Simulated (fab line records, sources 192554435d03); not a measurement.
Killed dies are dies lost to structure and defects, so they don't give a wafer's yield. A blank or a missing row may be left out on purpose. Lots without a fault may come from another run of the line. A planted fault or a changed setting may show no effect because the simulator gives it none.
Which tool did it? | flow n5_finfet | 22 lots, 66 wafers sampled, at 6 steps of a route of 1938

WHAT THE GAUGES READ, wafer by wafer
The record holds no reading of a measuring or inspecting step that can be judged against a usual standard deviation.

WHICH TOOL RAN EACH LOT (tool, then ch and the chambers of the sampled wafers, then the start)
lot  | N5_BEOL_M5_ANNEAL_84         | N5_BEOL_M5_ANNEAL_89         | N5_BEOL_M6_ETCH_61                 | N5_BEOL_M6_STRIP_67                | N5_BEOL_M6_TRENCH_ETCH_37      | N5_BEOL_M6_STRIP_80
L078 | pvd_sputter-02, day 14 12:31 | pvd_sputter-02, day 14 13:37 | rie_diel-03 ch 2,3, day 14 17:26   | rie_diel-03 ch 2,3, day 14 17:38   | rie_diel-03 ch 1,3, no start   | rie_diel-03 ch 1,3, no start
L077 | pvd_sputter-01, day 15 05:30 | pvd_sputter-01, day 15 06:35 | rie_diel-03 ch 1,3, day 15 11:32   | rie_diel-03 ch 1,3, day 15 11:44   | rie_diel-03 ch 1,3, no start   | rie_diel-03 ch 1,3, no start
L074 | pvd_sputter-01, day 15 18:44 | pvd_sputter-01, day 15 19:49 | rie_diel-03 ch 0,1,3, day 15 23:52 | rie_diel-03 ch 0,1,3, day 16 00:04 | rie_diel-03 ch 0,1, no start   | rie_diel-03 ch 1,3, no start
L079 | pvd_sputter-03, day 16 01:39 | pvd_sputter-03, day 16 02:44 | rie_diel-03 ch 1,2,3, day 16 07:58 | rie_diel-03 ch 1,2,3, day 16 08:10 | rie_diel-06 ch 1,2,3, no start | rie_diel-06 ch 1,2,3, no start
L084 | pvd_sputter-02, day 16 06:25 | pvd_sputter-02, day 16 07:29 | rie_diel-03 ch 1,2,3, day 16 13:12 | rie_diel-03 ch 1,2,3, day 16 13:24 | rie_diel-02 ch 1,2,3, no start | rie_diel-02 ch 1,2,3, no start
L076 | pvd_sputter-02, day 16 20:44 | pvd_sputter-02, day 16 21:49 | rie_diel-06 ch 1,3, day 17 02:38   | rie_diel-06 ch 1,3, day 17 02:50   | rie_diel-03 ch 0,3, no start   | rie_diel-03 ch 0,3, no start
L083 | pvd_sputter-02, day 17 10:15 | pvd_sputter-02, day 17 11:20 | rie_diel-03 ch 0,1,2, day 17 15:40 | rie_diel-03 ch 0,1,2, day 17 15:52 | rie_diel-03 ch 1,2,3, no start | rie_diel-03 ch 1,2,3, no start
L081 | pvd_sputter-01, day 17 12:28 | pvd_sputter-01, day 17 13:34 | rie_diel-06 ch 1,2, day 17 19:52   | rie_diel-06 ch 1,2, day 17 20:04   | rie_diel-02 ch 0,1, no start   | rie_diel-02 ch 0,1, no start
L082 | pvd_sputter-03, day 17 19:37 | pvd_sputter-03, day 17 20:42 | rie_diel-06 ch 0,1,3, day 18 05:22 | rie_diel-06 ch 0,1,3, day 18 05:35 | rie_diel-02 ch 0,2,3, no start | rie_diel-02 ch 0,2,3, no start
L085 | pvd_sputter-02, day 17 23:44 | pvd_sputter-02, day 18 00:50 | rie_diel-02 ch 2,3, day 18 05:46   | rie_diel-02 ch 2,3, day 18 05:58   | rie_diel-06 ch 0,1,2, no start | rie_diel-06 ch 0,1,2, no start
L087 | pvd_sputter-03, day 18 01:14 | pvd_sputter-03, day 18 02:19 | rie_diel-02 ch 1,2,3, day 18 06:25 | rie_diel-02 ch 1,2,3, day 18 06:37 | rie_diel-03 ch 0,3, no start   | rie_diel-03 ch 0,3, no start
L091 | pvd_sputter-01, day 18 03:11 | pvd_sputter-01, day 18 04:16 | rie_diel-03 ch 0,1,2, day 18 09:32 | rie_diel-03 ch 0,1,2, day 18 09:45 | rie_diel-02 ch 2,3, no start   | rie_diel-02 ch 2,3, no start
L086 | pvd_sputter-02, day 18 08:09 | pvd_sputter-02, day 18 09:14 | rie_diel-02 ch 0,2,3, day 18 13:42 | rie_diel-02 ch 0,2,3, day 18 13:54 | rie_diel-03 ch 2,3, no start   | rie_diel-03 ch 2,3, no start
L090 | pvd_sputter-03, day 18 08:17 | pvd_sputter-03, day 18 09:22 | rie_diel-03 ch 0,3, day 18 13:52   | rie_diel-03 ch 0,3, day 18 14:04   | rie_diel-06 ch 0,1,2, no start | rie_diel-06 ch 0,1,2, no start
L088 | pvd_sputter-02, day 18 13:18 | pvd_sputter-02, day 18 14:23 | rie_diel-03 ch 2,3, day 18 18:36   | rie_diel-03 ch 2,3, day 18 18:48   | rie_diel-06 ch 0,1, no start   | rie_diel-06 ch 0,1, no start
L089 | pvd_sputter-03, day 18 16:38 | pvd_sputter-03, day 18 17:44 | rie_diel-03 ch 0,3, day 18 23:07   | rie_diel-03 ch 0,3, day 18 23:19   | rie_diel-06 ch 2,3, no start   | rie_diel-06 ch 2,3, no start
L092 | pvd_sputter-03, day 19 13:27 | pvd_sputter-03, day 19 14:32 | rie_diel-03 ch 0,1,2, day 19 18:57 | rie_diel-03 ch 0,1,2, day 19 19:09 | rie_diel-02 ch 0,2,3, no start | rie_diel-02 ch 0,2,3, no start
L093 | pvd_sputter-01, day 19 14:29 | pvd_sputter-01, day 19 15:34 | rie_diel-02 ch 0,1,3, day 19 20:22 | rie_diel-02 ch 0,1,3, day 19 20:34 | rie_diel-03 ch 0,1,2, no start | rie_diel-03 ch 0,1,2, no start
L095 | pvd_sputter-02, day 19 16:14 | pvd_sputter-02, day 19 17:19 | rie_diel-02 ch 1,2, day 20 00:05   | rie_diel-02 ch 1,2, day 20 00:17   | rie_diel-03 ch 0,1,2, no start | rie_diel-03 ch 0,1,2, no start
L094 | pvd_sputter-02, day 20 15:52 | pvd_sputter-02, day 20 16:57 | rie_diel-02 ch 0,2,3, day 20 20:35 | rie_diel-02 ch 0,2,3, day 20 20:47 | rie_diel-03 ch 1,2, no start   | rie_diel-03 ch 1,2, no start
L096 | pvd_sputter-03, day 20 16:52 | pvd_sputter-03, day 20 17:58 | rie_diel-03 ch 2,3, day 20 23:19   | rie_diel-03 ch 2,3, day 20 23:31   | rie_diel-03 ch 1,2, no start   | rie_diel-03 ch 1,2, no start
L097 | pvd_sputter-03, day 20 22:59 | pvd_sputter-03, day 21 00:04 | rie_diel-06 ch 0,2,3, day 21 04:08 | rie_diel-06 ch 0,2,3, day 21 04:20 | rie_diel-02 ch 1,3, no start   | rie_diel-02 ch 1,3, no start
- N5_BEOL_M5_ANNEAL_84: time 1800 s.
- N5_BEOL_M5_ANNEAL_89: time 1800 s.
- N5_BEOL_M6_ETCH_61: etches SiARC in CF4, target depth 45.5 nm, time 75.8 s.
- N5_BEOL_M6_STRIP_67: strips in CF4.
- N5_BEOL_M6_TRENCH_ETCH_37: etches SiCOH lowk in C4F6/O2, target depth 94.435 nm, time 31.5 s.
- N5_BEOL_M6_STRIP_80: strips in N2/H2, time 10 s.

WHAT THE TOOLS THEMSELVES READ (means of the sampled wafers that have a number; where no wafer has one, the mark that the record gives instead)
N5_BEOL_M5_ANNEAL_84.
lot  | tool           | heater_power_w (W)
L078 | pvd_sputter-02 | 841
L077 | pvd_sputter-01 | 870
L074 | pvd_sputter-01 | 839
L079 | pvd_sputter-03 | 810
L084 | pvd_sputter-02 | 886
L076 | pvd_sputter-02 | 899
L083 | pvd_sputter-02 | 864
L081 | pvd_sputter-01 | 838
L082 | pvd_sputter-03 | 796
L085 | pvd_sputter-02 | 881
L087 | pvd_sputter-03 | 803
L091 | pvd_sputter-01 | 741
L086 | pvd_sputter-02 | 864
L090 | pvd_sputter-03 | 816
L088 | pvd_sputter-02 | 871
L089 | pvd_sputter-03 | 822
L092 | pvd_sputter-03 | 819
L093 | pvd_sputter-01 | 844
L095 | pvd_sputter-02 | 794
L094 | pvd_sputter-02 | 844
L096 | pvd_sputter-03 | 809
L097 | pvd_sputter-03 | 809

N5_BEOL_M5_ANNEAL_89.
lot  | tool           | heater_power_w (W)
L078 | pvd_sputter-02 | 840
L077 | pvd_sputter-01 | 872
L074 | pvd_sputter-01 | 822
L079 | pvd_sputter-03 | 791
L084 | pvd_sputter-02 | 873
L076 | pvd_sputter-02 | 884
L083 | pvd_sputter-02 | 878
L081 | pvd_sputter-01 | 848
L082 | pvd_sputter-03 | 802
L085 | pvd_sputter-02 | 882
L087 | pvd_sputter-03 | 815
L091 | pvd_sputter-01 | 737
L086 | pvd_sputter-02 | 873
L090 | pvd_sputter-03 | 821
L088 | pvd_sputter-02 | 876
L089 | pvd_sputter-03 | 825
L092 | pvd_sputter-03 | 805
L093 | pvd_sputter-01 | 834
L095 | pvd_sputter-02 | 779
L094 | pvd_sputter-02 | 844
L096 | pvd_sputter-03 | 804
L097 | pvd_sputter-03 | 801

N5_BEOL_M6_ETCH_61.
lot  | tool        | drypump_motor_current_A (A) | etch_rf_on_time_s (s) | oes_product_au (a.u.) | rf_vpp_V (V) | showerhead_plenum_p_Torr (Torr) | throttle_valve_pct (%)
L078 | rie_diel-03 | 6.0                         | 72.7                  | 0.75                  | 185.7        | 2.20                            | 15.47
L077 | rie_diel-03 | 5.7                         | 73.6                  | 0.68                  | 185.2        | 2.23                            | 15.51
L074 | rie_diel-03 | 5.8                         | 74.9                  | 0.66                  | 185.2        | 2.20                            | 15.64
L079 | rie_diel-03 | 5.8                         | 73.6                  | 0.76                  | 185.5        | 2.25                            | 15.38
L084 | rie_diel-03 | 5.8                         | 73.7                  | 0.75                  | 186.4        | 2.25                            | 15.40
L076 | rie_diel-06 | 6.1                         | 76.5                  | 0.68                  | 183.0        | 2.04                            | 15.73
L083 | rie_diel-03 | 5.8                         | 75.4                  | 0.67                  | 184.8        | 2.20                            | 15.57
L081 | rie_diel-06 | 5.4                         | 76.8                  | 0.78                  | 184.1        | 2.10                            | 15.62
L082 | rie_diel-06 | 5.7                         | 76.4                  | 0.67                  | 183.8        | 2.07                            | 15.65
L085 | rie_diel-02 | 5.4                         | 74.2                  | 0.70                  | 184.3        | 2.16                            | 15.64
L087 | rie_diel-02 | 5.7                         | 76.8                  | 0.67                  | 185.1        | 2.18                            | 15.56
L091 | rie_diel-03 | 5.8                         | 76.6                  | 0.65                  | 184.6        | 2.19                            | 15.58
L086 | rie_diel-02 | 5.8                         | 76.2                  | 0.68                  | 184.2        | 2.16                            | 15.70
L090 | rie_diel-03 | 6.1                         | 76.0                  | 0.64                  | 183.4        | 2.16                            | 15.80
L088 | rie_diel-03 | 5.9                         | 74.2                  | 0.77                  | 185.1        | 2.27                            | 15.29
L089 | rie_diel-03 | 6.1                         | 77.2                  | 0.63                  | 185.5        | 2.16                            | 15.82
L092 | rie_diel-03 | 5.8                         | 76.1                  | 0.73                  | 184.1        | 2.19                            | 15.45
L093 | rie_diel-02 | 6.0                         | 79.0                  | 0.64                  | 184.7        | 2.18                            | 15.62
L095 | rie_diel-02 | 6.0                         | 78.1                  | 0.64                  | 185.3        | 2.20                            | 15.53
L094 | rie_diel-02 | 5.8                         | 77.4                  | 0.66                  | 183.8        | 2.16                            | 15.74
L096 | rie_diel-03 | 5.9                         | 73.8                  | 0.75                  | 184.7        | 2.26                            | 15.32
L097 | rie_diel-06 | 5.4                         | 75.9                  | 0.67                  | 183.3        | 2.07                            | 15.70

N5_BEOL_M6_STRIP_67.
lot  | tool        | drypump_motor_current_A (A) | oes_product_au (a.u.) | rf_vpp_V (V) | showerhead_plenum_p_Torr (Torr) | throttle_valve_pct (%)
L078 | rie_diel-03 | 6.0                         | 0.86                  | 272.3        | 1.84                            | 13.44
L077 | rie_diel-03 | 5.6                         | 0.78                  | 272.6        | 1.87                            | 13.52
L074 | rie_diel-03 | 5.8                         | 0.77                  | 271.8        | 1.85                            | 13.65
L079 | rie_diel-03 | 5.8                         | 0.86                  | 273.3        | 1.89                            | 13.36
L084 | rie_diel-03 | 5.8                         | 0.86                  | 272.2        | 1.89                            | 13.37
L076 | rie_diel-06 | 6.1                         | 0.81                  | 270.0        | 1.72                            | 13.68
L083 | rie_diel-03 | 5.8                         | 0.78                  | 272.2        | 1.84                            | 13.58
L081 | rie_diel-06 | 5.5                         | 0.91                  | 271.1        | 1.77                            | 13.58
L082 | rie_diel-06 | 5.7                         | 0.79                  | 269.2        | 1.73                            | 13.61
L085 | rie_diel-02 | 5.4                         | 0.81                  | 271.7        | 1.81                            | 13.58
L087 | rie_diel-02 | 5.7                         | 0.79                  | 271.8        | 1.83                            | 13.52
L091 | rie_diel-03 | 5.8                         | 0.77                  | 272.4        | 1.84                            | 13.58
L086 | rie_diel-02 | 5.8                         | 0.79                  | 272.3        | 1.81                            | 13.64
L090 | rie_diel-03 | 6.1                         | 0.74                  | 270.7        | 1.82                            | 13.80
L088 | rie_diel-03 | 5.9                         | 0.90                  | 273.6        | 1.90                            | 13.23
L089 | rie_diel-03 | 6.1                         | 0.74                  | 271.0        | 1.82                            | 13.82
L092 | rie_diel-03 | 5.8                         | 0.85                  | 271.7        | 1.83                            | 13.43
L093 | rie_diel-02 | 6.0                         | 0.77                  | 272.0        | 1.82                            | 13.60
L095 | rie_diel-02 | 6.0                         | 0.76                  | 272.5        | 1.84                            | 13.49
L094 | rie_diel-02 | 5.8                         | 0.78                  | 270.0        | 1.80                            | 13.68
L096 | rie_diel-03 | 5.9                         | 0.87                  | 272.8        | 1.89                            | 13.27
L097 | rie_diel-06 | 5.4                         | 0.79                  | 269.4        | 1.74                            | 13.66

N5_BEOL_M6_TRENCH_ETCH_37.
lot  | tool        | drypump_motor_current_A (A) | oes_ar_750_au (a.u.) | oes_o_777_au (a.u.) | oes_product_au (a.u.) | rf_vpp_V (V) | showerhead_plenum_p_Torr (Torr) | throttle_valve_pct (%)
L078 | rie_diel-03 | 5.7                         | 0.79                 | 0.80                | 0.80                  | 663          | 2.96                            | 20.71
L077 | rie_diel-03 | 5.8                         | 0.85                 | 0.86                | 0.86                  | 660          | 2.99                            | 20.73
L074 | rie_diel-03 | 5.7                         | 0.70                 | 0.71                | 0.71                  | 672          | 2.88                            | 20.87
L079 | rie_diel-06 | 5.7                         | 0.76                 | 0.75                | 0.75                  | 664          | 2.73                            | 21.19
L084 | rie_diel-02 | 5.7                         | 0.80                 | 0.80                | 0.81                  | 681          | 2.91                            | 20.89
L076 | rie_diel-03 | 6.1                         | 0.75                 | 0.74                | 0.75                  | 677          | 2.87                            | 21.01
L083 | rie_diel-03 | 5.8                         | 0.84                 | 0.84                | 0.85                  | 660          | 2.99                            | 20.69
L081 | rie_diel-02 | 6.4                         | 0.76                 | 0.75                | 0.75                  | 693          | 2.89                            | 20.94
L082 | rie_diel-02 | 5.8                         | 0.79                 | 0.80                | 0.80                  | 688          | 2.87                            | 21.05
L085 | rie_diel-06 | 5.4                         | 0.86                 | 0.85                | 0.87                  | 666          | 2.81                            | 20.91
L087 | rie_diel-03 | 6.1                         | 0.75                 | 0.74                | 0.75                  | 676          | 2.86                            | 21.02
L091 | rie_diel-02 | 5.5                         | 0.81                 | 0.82                | 0.81                  | 678          | 2.87                            | 21.04
L086 | rie_diel-03 | 6.0                         | 0.89                 | 0.89                | 0.90                  | 659          | 3.02                            | 20.71
L090 | rie_diel-06 | 5.4                         | 0.86                 | 0.85                | 0.87                  | 668          | 2.81                            | 20.91
L088 | rie_diel-06 | 5.8                         | 0.82                 | 0.84                | 0.83                  | 663          | 2.80                            | 20.94
L089 | rie_diel-06 | 5.7                         | 0.77                 | 0.76                | 0.76                  | 659          | 2.68                            | 21.17
L092 | rie_diel-02 | 5.8                         | 0.78                 | 0.79                | 0.78                  | 687          | 2.87                            | 21.08
L093 | rie_diel-03 | 5.8                         | 0.84                 | 0.85                | 0.85                  | 669          | 2.90                            | 20.73
L095 | rie_diel-03 | 5.8                         | 0.85                 | 0.85                | 0.84                  | 670          | 2.90                            | 20.74
L094 | rie_diel-03 | 5.6                         | 0.92                 | 0.93                | 0.93                  | 663          | 2.94                            | 20.50
L096 | rie_diel-03 | 5.8                         | 0.90                 | 0.91                | 0.90                  | 661          | 2.98                            | 20.55
L097 | rie_diel-02 | 5.5                         | 0.76                 | 0.75                | 0.75                  | 688          | 2.89                            | 20.93

N5_BEOL_M6_STRIP_80.
lot  | tool        | drypump_motor_current_A (A) | oes_product_au (a.u.) | rf_vpp_V (V) | showerhead_plenum_p_Torr (Torr) | throttle_valve_pct (%)
L078 | rie_diel-03 | 5.7                         | 0.81                  | 59.4         | 2.65                            | 23.33
L077 | rie_diel-03 | 5.8                         | 0.86                  | 59.3         | 2.67                            | 23.40
L074 | rie_diel-03 | 5.8                         | 0.85                  | 60.3         | 2.66                            | 23.41
L079 | rie_diel-06 | 5.8                         | 0.76                  | 58.9         | 2.43                            | 23.90
L084 | rie_diel-02 | 5.7                         | 0.81                  | 59.1         | 2.60                            | 23.64
L076 | rie_diel-03 | 6.1                         | 0.75                  | 59.6         | 2.55                            | 23.62
L083 | rie_diel-03 | 5.8                         | 0.84                  | 60.2         | 2.67                            | 23.36
L081 | rie_diel-02 | 6.4                         | 0.75                  | 59.5         | 2.59                            | 23.52
L082 | rie_diel-02 | 5.8                         | 0.79                  | 60.0         | 2.56                            | 23.67
L085 | rie_diel-06 | 5.4                         | 0.87                  | 59.8         | 2.51                            | 23.74
L087 | rie_diel-03 | 6.1                         | 0.74                  | 60.3         | 2.55                            | 23.64
L091 | rie_diel-02 | 5.5                         | 0.81                  | 58.6         | 2.56                            | 23.75
L086 | rie_diel-03 | 6.0                         | 0.89                  | 58.4         | 2.69                            | 23.44
L090 | rie_diel-06 | 5.4                         | 0.87                  | 59.7         | 2.51                            | 23.74
L088 | rie_diel-06 | 5.8                         | 0.83                  | 59.4         | 2.50                            | 23.89
L089 | rie_diel-06 | 5.7                         | 0.77                  | 58.3         | 2.36                            | 23.74
L092 | rie_diel-02 | 5.8                         | 0.78                  | 59.8         | 2.55                            | 23.68
L093 | rie_diel-03 | 5.8                         | 0.84                  | 59.4         | 2.59                            | 23.39
L095 | rie_diel-03 | 5.8                         | 0.84                  | 59.2         | 2.59                            | 23.39
L094 | rie_diel-03 | 5.6                         | 0.93                  | 59.9         | 2.63                            | 23.20
L096 | rie_diel-03 | 5.8                         | 0.90                  | 59.4         | 2.66                            | 23.28
L097 | rie_diel-02 | 5.5                         | 0.75                  | 59.1         | 2.58                            | 23.66

THE ANSWER, worked out from the rows above alone
Rule: what is usual is taken from the lots themselves. Put in order of their means at a reading, lots are off if they are a third of the lots or fewer, leave a main group of 4 or more, and stand apart from it by a gap of 3 or more times the standard deviation of the main group's means; of several such gaps the widest counts. A main group whose means are all the same, to the digits that the tables above print for the reading, isn't used. A lot without any number at a reading at which 4 lots or more have one is off too. The other lots that the step has rows for count as sound. The gauges are gone through in route order, then the tools' own readings, and for those a lot's mean is taken as printed above. The first step at which some lot is off is used, and at that step the reading that is off furthest; a lot without a number counts as furthest.
No lot is off at any reading shown: from this, nothing can be told.

WHAT THE SIMULATOR HAD PUT IN
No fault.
